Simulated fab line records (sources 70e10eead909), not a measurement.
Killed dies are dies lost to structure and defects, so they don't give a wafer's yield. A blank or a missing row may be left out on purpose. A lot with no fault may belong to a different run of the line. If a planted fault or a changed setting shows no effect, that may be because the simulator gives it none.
Comparing a struck lot with a sound one | flow nand harc | 39 out of 1159 route steps
Sound: these wafers, L189.1, L189.4, L189.6. Struck: wafer L202.2 (left out: L202.3, L202.5 of the same lot, which were not struck); the cause appears at the end.
For every step that has rows: the tool of each side, followed by ch and its chambers, followed by its first start. Under that, the readings that differ: sound wafers | struck wafers | difference of the means | sigmas: that difference in standard deviations of wafers without a fault.
alike: same words and numbers on both sides, and readings whose means sit less than 2 such deviations apart. not compared: any withheld reading, any reading some wafer has no value for, any bound like >300 that may hide the same value, and any number with overlapping values for which the record gives no deviation.
The two part at a step that has a row with sigmas, a row that says differs or no value, or rows on one side only. Numbers that have no deviation but don't overlap get no sigmas and don't part them. Lack of a reading on every wafer of one side parts them only where that side has two or more wafers.

first, 2 steps without rows for these wafers: NHARC_A_WL_FILL_SRD_14; NHARC_A_WL_FILL_ALD_19 (deposits TiN, target thk 2 nm, pulse time 3 s, ald cycles 100).
NHARC_A_WL_FILL_CVD_20: deposits W, target thk 75 nm, time 5064 s.
  sound: cvd w-01 ch 0,1; struck: cvd w-01 ch 0
  alike: chamber pressure Torr, heater power outer w, heater power w, susceptor temp C, throttle valve pct
then, 2 steps without rows for these wafers: NHARC_A_WL_FILL_CMP_12 (polishes, t overpolish 30 s, target thk 75 nm); NHARC_A_WL_FILL_SRD_31.
NHARC_A_WL_FILL_INSPECT_15:
  sound on defect inspect-01 at day 17 00:37; struck on defect inspect-02 at day 20 05:39
  alike: raw defect count
NHARC_A_CONTACT_DEP_24: deposits SiO2, target thk 500 nm.
  sound on pecvd-01 ch 0,2, day 17 01:15; struck on pecvd-04 ch 1, day 20 05:43
  alike: chamber pressure Torr, heater power outer w, heater power w, mfc precursor sccm, susceptor temp C, throttle valve pct
then, 1 step without rows for these wafers: NHARC_A_CONTACT_DEP_28 (deposits aC, target thk 3600 nm).
NHARC_A_CONTACT_DEP_29: deposits SiON, target thk 70 nm.
  sound on pecvd-03 ch 0,2, day 17 04:05; struck on pecvd-01 ch 0, day 20 10:59
  alike: chamber pressure Torr, heater power outer w, heater power w, susceptor temp C
then, 10 steps without rows for these wafers: NHARC_A_CONTACT_DEHYDRATE_32 (time 120 s); NHARC_A_CONTACT_HMDS_33 (time 30 s); NHARC_A_CONTACT_COAT_34 (time 75 s); NHARC_A_CONTACT_COAT_35 (time 65 s); NHARC_A_CONTACT_COAT_36 (resist thk 90 nm); NHARC_A_CONTACT_SOFTBAKE_37 (time 55 s); NHARC_A_CONTACT_EBR_38; NHARC_A_CONTACT_EXPOSE_39 (exposes mask A CC 3); NHARC_A_CONTACT_PEB_40 (peb time 65 s); NHARC_A_CONTACT_DEVELOP_41 (develop time 35 s).
NHARC_A_CONTACT_CD_MEAS_42: the cd target is 200 nm.
  sound on cd sem-01 ch 0, day 17 04:46; struck on cd sem-01 ch 0, day 20 11:41
  alike: cd nm
NHARC_A_CONTACT_OVL_MEAS_43:
  sound on overlay-02 at day 17 04:52; struck on overlay-01 at day 20 11:46
  alike: overlay x nm, overlay y nm
NHARC_A_CONTACT_INSPECT_44:
  sound on defect inspect-01 at day 17 04:54; struck on defect inspect-02 at day 20 11:48
  alike: raw defect count
then, 2 steps without rows for these wafers: NHARC_A_CONTACT_DESCUM_47 (chemistry O2, time 3 s); NHARC_A_CONTACT_ETCH_48 (etches the open film in CF4, target depth 39 nm, time 65 s).
NHARC_A_CONTACT_ETCH_49: etches the open film in N2/H2, target depth 260 nm, time 475.3 s.
  sound: rie diel-12 ch 0,2,3; struck: rie diel-12 ch 2
  alike: drypump motor current A, oes product au, rf vpp V, showerhead plenum p Torr, throttle valve pct
  not compared: rf hours counter h
then, 9 steps without rows for these wafers: NHARC_A_CONTACT_ETCH_50 (etches the open film in CF4/CHF3, target depth 84.7 nm, time 42.4 s); NHARC_A_CONTACT_ETCH_51 (etches the open film in O2/COS, target depth 3600 nm, time 936 s); NHARC_A_CONTACT_ETCH_111 (etches the open film in C4F8/O2/Ar, time 140 s, target depth 700 nm); NHARC_A_CONTACT_ETCH_112 (etches the open film in C4F8/O2/Ar, time 94 s, target depth 922 nm); NHARC_A_CONTACT_ETCH_113 (etches the open film in C4F8/O2/Ar, time 94 s, target depth 922 nm); NHARC_A_CONTACT_ETCH_114 (etches the open film in C4F8/O2/Ar, time 94 s, target depth 922 nm); NHARC_A_CONTACT_ETCH_115 (etches the open film in C4F8/O2/Ar, time 94 s, target depth 922 nm); NHARC_A_CONTACT_ETCH_116 (etches the open film in C4F8/O2/Ar, time 94 s, target depth 922 nm); NHARC_A_CONTACT_ETCH_117 (etches the open film in C4F8/O2/Ar, time 94 s, target depth 922 nm).
NHARC_A_CONTACT_ETCH_118: etches the open film in C4F8/O2/Ar, time 94 s, target depth 922 nm.
  sound on har cap etch-01 ch 0,1, day 17 06:58; struck on har cap etch-03 ch 0, day 20 13:56
  not compared: rf hours counter h
NHARC_A_CONTACT_ETCH_119: etches the open film in C4F8/O2/Ar, time 94 s, target depth 922 nm.
  sound on har cap etch-01 ch 0,1, day 17 07:03; struck on har cap etch-03 ch 0, day 20 14:01
  not compared: rf hours counter h
then, 2 steps without rows for these wafers: NHARC_A_CONTACT_ETCH_120 (etches the open film in C4F8/O2/Ar, time 94 s, target depth 922 nm); NHARC_A_CONTACT_ETCH_121 (etches the open film in C4F8/O2/Ar, time 94 s, target depth 922 nm).
-- jump in the record: it breaks off in module A_CONTACT and resumes in module END (first step shown: number 1159 of the route), and 3 days separate the struck wafers' starts before and after --
NHARC_END_SORT_01:
  sound on prober-02 ch 0, day 20 04:16; struck on prober-01 ch 0, day 23 21:07
  reading         | sound | struck | difference | sigmas
  killed at array | 31    | 674    | +643       | +64
  killed dies     | 38    | 677    | +639       | +64
  killed short    | 0     | 4      | +4         | +3
  alike: killed at other, killed at periphery, killed open

== WHERE THEY PART ==
At NHARC_END_SORT_01 and nowhere else, as far as this record goes.

WHY: the cause the simulator had injected
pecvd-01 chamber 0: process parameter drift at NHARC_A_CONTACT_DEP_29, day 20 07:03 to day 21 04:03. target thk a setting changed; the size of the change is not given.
